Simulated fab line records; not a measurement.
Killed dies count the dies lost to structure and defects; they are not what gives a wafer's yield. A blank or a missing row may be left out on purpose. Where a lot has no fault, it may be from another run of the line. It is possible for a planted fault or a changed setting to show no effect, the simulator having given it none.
fab line records	flow n5-finfet
record: lots: 12	wafers: 36	last-day: 18
route steps=1938 shown BEOL_M8@1334
lots that met no fault: taken from a fault-free run of the same line
start-h: hours from the record's first day to the start of the lot's first wafer shown	wait-h: hours elapsed since this lot's preceding step	" repeats the value in the row above	L1.1+2: a single row standing in for several wafers	- either no value or no given start	* or withheld: withheld	< > ~ a bound
route shown NAME@n: NAME is a module with steps in the file, n the number in the route of the first one	usual: mean/standard deviation of fault-free wafers	same: alike in all rows	chamber/n: place in a boat	sites: the reading at each site	_std_site: standard deviation of those values	_edge_site: mean of outer sites minus mean of inner sites	radius-mm: for every site, how far away it sits from the centre of the wafer	mask NAME#n: copy n	behind: the most recent tool/chamber to have shaped the wafer	hold: what put the lot on hold/how long, in hours/how the hold closed	device: the n, p or np transistor that did not switch	end of line: tests run on the same wafers once the route is complete	where a step has no rows: the recipe by itself	killed: not the wafer's yield, but the dies lost to structure and defects at the first sort	map: the dies of a wafer, with x for killed, . for not killed, _ for no die there
set.NAME: setting as actually run; set.NAME@STEP: the setting as run at that earlier step	model.NAME: the simulator's own value behind a step, which no gauge read
route steps across a sampled set of lots; one table per step, one row per wafer
services: the hour from which a tool's chamber was out of use, counted from the record's first day as start-h (under 0 if before that day), plus the number of hours and why
== steps ==
step: N5_BEOL_M8_THK_MEAS_01
recipe: reads: SiCOH_lowk_of_BEOL_M8_ILD_DEP_00
usual: M8_ILD_THK: 154.3/2
lot.wafer	tool	chamber	start-h	wait-h	M8_ILD_THK[nm]
L666.2	film-metro-01	-	192.86	0.4	153.7
L666.3	"	-	"	"	156.0
L666.5	"	-	"	"	155.0
L668.2	film-metro-02	-	203.38	0.4	153.7
L668.4	"	-	"	"	156.4
L668.5	"	-	"	"	156.2
L669.2	film-metro-01	-	218.10	0.4	152.5
L669.4	"	-	"	"	154.9
L669.5	"	-	"	"	153.9
L671.3	film-metro-01	-	224.97	0.3	154.4
L671.4	"	-	"	"	156.3
L671.6	"	-	"	"	154.9
L670.1	film-metro-02	-	226.36	0.4	155.0
L670.3	"	-	"	"	154.6
L670.5	"	-	"	"	156.9
L672.1	film-metro-01	-	229.61	0.4	152.7
L672.3	"	-	"	"	154.8
L672.4	"	-	"	"	156.5
L675.1	film-metro-02	-	263.69	0.4	154.9
L675.3	"	-	"	"	153.9
L675.6	"	-	"	"	152.7
L683.1	film-metro-01	-	314.63	0.4	153.2
L683.2	"	-	"	"	153.2
L683.4	"	-	"	"	153.4
L684.1	film-metro-01	-	315.17	0.4	154.2
L684.2	"	-	"	"	152.7
L684.6	"	-	"	"	155.8
L685.1	film-metro-02	-	319.26	0.8	153.0
L685.3	"	-	"	"	152.0
L685.6	"	-	"	"	153.2
L687.1	film-metro-01	-	329.49	0.4	149.7
L687.2	"	-	"	"	153.7
L687.5	"	-	"	"	154.3
L688.1	film-metro-02	-	348.30	0.4	155.9
L688.5	"	-	"	"	156.5
L688.6	"	-	"	"	159.8
step: N5_BEOL_M8_CD_MEAS_18
recipe: pitch-nm: 80	target-cd-nm: 40
usual: cd-nm: 40.0/0.5
lot.wafer	tool	chamber	start-h	wait-h	cd-nm
L666.2	cd-sem-02	-	193.99	0.1	39.3
L666.3	"	-	"	"	40.0
L666.5	"	-	"	"	39.9
L668.2	cd-sem-01	-	205.54	0.1	39.6
L668.4	"	-	"	"	40.1
L668.5	"	-	"	"	40.0
L669.2	cd-sem-01	-	219.79	0.1	39.9
L669.4	"	-	"	"	39.8
L669.5	"	-	"	"	40.5
L671.3	cd-sem-02	-	227.88	0.1	40.1
L671.4	"	-	"	"	39.4
L671.6	"	-	"	"	40.2
L670.1	cd-sem-03	-	228.50	0.0	40.5
L670.3	"	-	"	"	40.0
L670.5	"	-	"	"	40.7
L672.1	cd-sem-03	-	231.73	0.1	40.0
L672.3	"	-	"	"	40.7
L672.4	"	-	"	"	40.1
L675.1	cd-sem-03	-	267.82	0.0	39.7
L675.3	"	-	"	"	39.7
L675.6	"	-	"	"	39.5
L683.1	cd-sem-01	-	316.58	0.0	40.2
L683.2	"	-	"	"	39.4
L683.4	"	-	"	"	39.4
L684.1	cd-sem-02	-	316.74	0.1	40.1
L684.2	"	-	"	"	40.2
L684.6	"	-	"	"	39.6
L685.1	cd-sem-01	-	321.83	0.0	39.1
L685.3	"	-	"	"	39.4
L685.6	"	-	"	"	39.5
L687.1	cd-sem-02	-	332.56	0.0	39.9
L687.2	"	-	"	"	39.5
L687.5	"	-	"	"	39.3
L688.1	cd-sem-01	-	350.31	0.0	40.2
L688.5	"	-	"	"	39.8
L688.6	"	-	"	"	40.0
step: N5_BEOL_M8_EXPOSE_25
recipe: mask-id: V7	na: 0.33	source-shape: annular	sigma-inner: 0.4	sigma-outer: 0.8	polarization: unpolarized	target-cd-nm: 40	dose-mj: 42.5
usual: exposure-dose-mJ-cm2: 42.62/0.21
lot.wafer	tool	chamber	start-h	wait-h	mask	exposure-dose-mJ-cm2
L666.2	euv-scanner-01	0	194.30	-	V7#0	42.93
L666.3	"	0	"	"	V7#0	42.86
L666.5	"	0	"	"	V7#0	42.88
L668.2	euv-scanner-01	0	206.61	-	V7#0	42.87
L668.4	"	0	"	"	V7#0	42.92
L668.5	"	0	"	"	V7#0	42.87
L669.2	euv-scanner-02	0	221.00	-	V7#0	42.48
L669.4	"	0	"	"	V7#0	42.46
L669.5	"	0	"	"	V7#0	42.43
L671.3	euv-scanner-01	0	229.55	-	V7#0	42.85
L671.4	"	0	"	"	V7#0	42.86
L671.6	"	0	"	"	V7#0	42.90
L670.1	euv-scanner-01	0	229.58	-	V7#0	42.95
L670.3	"	0	"	"	V7#0	42.94
L670.5	"	0	"	"	V7#0	42.89
L672.1	euv-scanner-02	0	233.67	-	V7#0	42.37
L672.3	"	0	"	"	V7#0	42.44
L672.4	"	0	"	"	V7#0	42.47
L675.1	euv-scanner-02	0	272.15	-	V7#0	42.57
L675.3	"	0	"	"	V7#0	42.50
L675.6	"	0	"	"	V7#0	42.47
L683.1	euv-scanner-02	0	316.93	-	V7#0	42.53
L683.2	"	0	"	"	V7#0	42.49
L683.4	"	0	"	"	V7#0	42.49
L684.1	euv-scanner-02	0	317.48	-	V7#0	38.67
L684.2	"	0	"	"	V7#0	38.68
L684.6	"	0	"	"	V7#0	38.72
L685.1	euv-scanner-02	0	325.20	-	V7#0	39.46
L685.3	"	0	"	"	V7#0	39.40
L685.6	"	0	"	"	V7#0	39.43
L687.1	euv-scanner-01	0	335.33	-	V7#0	42.88
L687.2	"	0	"	"	V7#0	42.92
L687.5	"	0	"	"	V7#0	42.89
L688.1	euv-scanner-01	0	351.98	-	V7#0	42.89
L688.5	"	0	"	"	V7#0	42.89
L688.6	"	0	"	"	V7#0	42.88
step: N5_BEOL_M8_CD_MEAS_28
recipe: target-cd-nm: 40	landing-energy-ev: 500	detector: se-inlens
usual: cd-nm: 40.00/0.21
lot.wafer	tool	chamber	start-h	wait-h	cd-nm
L666.2	cd-sem-01	0	194.43	-	40.07
L666.3	"	0	"	"	39.64
L666.5	"	0	"	"	39.56
L668.2	cd-sem-03	0	206.74	-	39.75
L668.4	"	0	"	"	39.97
L668.5	"	0	"	"	39.96
L669.2	cd-sem-02	0	221.13	-	40.12
L669.4	"	0	"	"	39.73
L669.5	"	0	"	"	40.31
L671.3	cd-sem-02	0	229.68	-	40.10
L671.4	"	0	"	"	40.00
L671.6	"	0	"	"	40.16
L670.1	cd-sem-03	0	229.72	-	40.09
L670.3	"	0	"	"	39.57
L670.5	"	0	"	"	40.24
L672.1	cd-sem-01	0	233.80	-	39.59
L672.3	"	0	"	"	39.90
L672.4	"	0	"	"	40.51
L675.1	cd-sem-02	0	272.29	-	40.17
L675.3	"	0	"	"	39.89
L675.6	"	0	"	"	39.87
L683.1	cd-sem-01	0	317.06	-	40.30
L683.2	"	0	"	"	39.76
L683.4	"	0	"	"	40.02
L684.1	cd-sem-03	0	317.62	-	37.76
L684.2	"	0	"	"	37.84
L684.6	"	0	"	"	37.71
L685.1	cd-sem-02	0	325.34	-	38.16
L685.3	"	0	"	"	38.57
L685.6	"	0	"	"	38.70
L687.1	cd-sem-01	0	335.46	-	39.84
L687.2	"	0	"	"	39.91
L687.5	"	0	"	"	39.65
L688.1	cd-sem-01	0	352.11	-	39.84
L688.5	"	0	"	"	39.77
L688.6	"	0	"	"	40.26
step: N5_BEOL_M8_OVL_MEAS_29
recipe: points-per-wafer: 522
usual: V7_OVL: 0.1/0.72
lot.wafer	tool	chamber	start-h	wait-h	V7_OVL[nm]
L666.2	overlay-02	0	194.46	0.0	-0.3
L666.3	"	0	"	"	-0.4
L666.5	"	0	"	"	-0.1
L668.2	overlay-01	0	206.77	0.0	-0.5
L668.4	"	0	"	"	0.0
L668.5	"	0	"	"	0.1
L669.2	overlay-01	0	221.17	0.0	0.3
L669.4	"	0	"	"	0.2
L669.5	"	0	"	"	1.1
L671.3	overlay-02	0	229.72	0.0	0.4
L671.4	"	0	"	"	0.8
L671.6	"	0	"	"	1.1
L670.1	overlay-01	0	229.75	0.0	0.3
L670.3	"	0	"	"	-0.6
L670.5	"	0	"	"	-0.3
L672.1	overlay-01	0	233.84	0.0	-0.7
L672.3	"	0	"	"	-0.4
L672.4	"	0	"	"	-0.8
L675.1	overlay-01	0	272.32	0.0	-0.3
L675.3	"	0	"	"	-0.3
L675.6	"	0	"	"	-1.1
L683.1	overlay-01	0	317.09	0.0	0.7
L683.2	"	0	"	"	-0.5
L683.4	"	0	"	"	0.6
L684.1	overlay-01	0	317.65	0.0	0.0
L684.2	"	0	"	"	0.1
L684.6	"	0	"	"	1.0
L685.1	overlay-01	0	325.37	0.0	0.3
L685.3	"	0	"	"	-0.2
L685.6	"	0	"	"	1.0
L687.1	overlay-01	0	335.49	0.0	-0.7
L687.2	"	0	"	"	-1.6
L687.5	"	0	"	"	-0.7
L688.1	overlay-01	0	352.14	0.0	-0.1
L688.5	"	0	"	"	-0.2
L688.6	"	0	"	"	0.8
== services ==
tool	chamber	start-h	hours	kind
euv-scanner-02	-	190.97	4.6	pm
euv-scanner-01	-	197.69	1.0	pm
euv-scanner-02	-	219.86	1.0	pm
euv-scanner-02	-	227.46	5.8	pm
euv-scanner-01	-	244.49	0.6	repair
euv-scanner-01	-	251.63	4.6	pm
euv-scanner-02	-	276.01	1.0	pm
euv-scanner-01	0	280.67	-	calibration
euv-scanner-02	-	282.00	4.4	repair
euv-scanner-01	-	309.99	1.0	pm
euv-scanner-01	-	313.31	12.0	pm
euv-scanner-02	-	325.49	0.1	repair
euv-scanner-02	-	332.16	1.0	pm
== key ==
first-sign: step: N5_BEOL_M8_EXPOSE_25	reading: exposure-dose-mJ-cm2	direction: down	sigmas: 17	usual: 42.62	struck: 39.06
effect: step: N5_BEOL_M8_CD_MEAS_28	reading: cd-nm	direction: down	sigmas: 8.9	usual: 40.00	struck: 38.12	through: control-loop
met-at N5_BEOL_M8_EXPOSE_25
struck-lots L684,L685
loop-trim: step: N5_BEOL_M8_EXPOSE_25	setting: dose	lots: L685
not-acting-at N5_BEOL_M8_THK_MEAS_01,N5_BEOL_M8_CD_MEAS_18,N5_BEOL_M8_OVL_MEAS_29
onset-between 316.93 317.48
fault: kind: process-parameter-drift	tool: euv-scanner-02	chamber: -	onset-h: 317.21	steps: N5_BEOL_M8_EXPOSE_25	channel: dose-mj	offset: -3.7544	shape: step	acts-in: these-recipes-only	stated: 42.5
loop-trim: a control loop set the setting to another value than it would have without faults
